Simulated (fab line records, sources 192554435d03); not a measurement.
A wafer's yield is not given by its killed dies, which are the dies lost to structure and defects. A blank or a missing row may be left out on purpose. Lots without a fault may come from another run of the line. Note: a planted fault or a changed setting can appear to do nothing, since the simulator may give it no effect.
Matching of chambers	flow n5 finfet	rie diel-01 running N5_BEOL_M7_ETCH_62: 4 sister chambers
The step etches SOC in N2/H2, target depth 110 nm, overetch 22 nm, time 165 s. 4 wafers are shown with their chamber, then 8 later ones without.

## EACH WAFER AND ITS CHAMBER
wafer	chamber	drypump motor current A (A)
L089.3	0	6.7
L089.4	3	5.2
L089.5	1	5.5
L093.1	2	5.3

## WAFERS WITH NO CHAMBER GIVEN
wafer	drypump motor current A (A)
L093.2	5.2
L093.3	6.8
L093.4	5.5
L093.5	5.5
L093.6	5.3
L092.2	5.4
L092.3	5.2
L092.4	5.5

## CHAMBER TAKEN BY EACH
wafer	from the rows above	in truth
L093.2	3	3
L093.3	0	0
L093.4	1	1
L093.5	1	1
L093.6	2	2
L092.2	can't be placed: 1 or 2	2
L092.3	3	3
L092.4	1	1
7 of 8 placed correctly. These rows do not allow placing 1 (true chamber among the candidates in 1). 0 placed wrongly.
How it was worked out, from the rows above alone: a wafer's distance from a chamber is the root of the sum, over the readings, of the square of ((its reading less the chamber's mean) divided by the reading's scatter). The wafer belongs to the nearest chamber; if the next one is less than 2 further off, it can't be placed. A chamber's mean is the mean of its shown wafers. The scatter: with one shown wafer a chamber, the root of the mean of the squares of how far each hidden wafer lies from its nearest shown one.
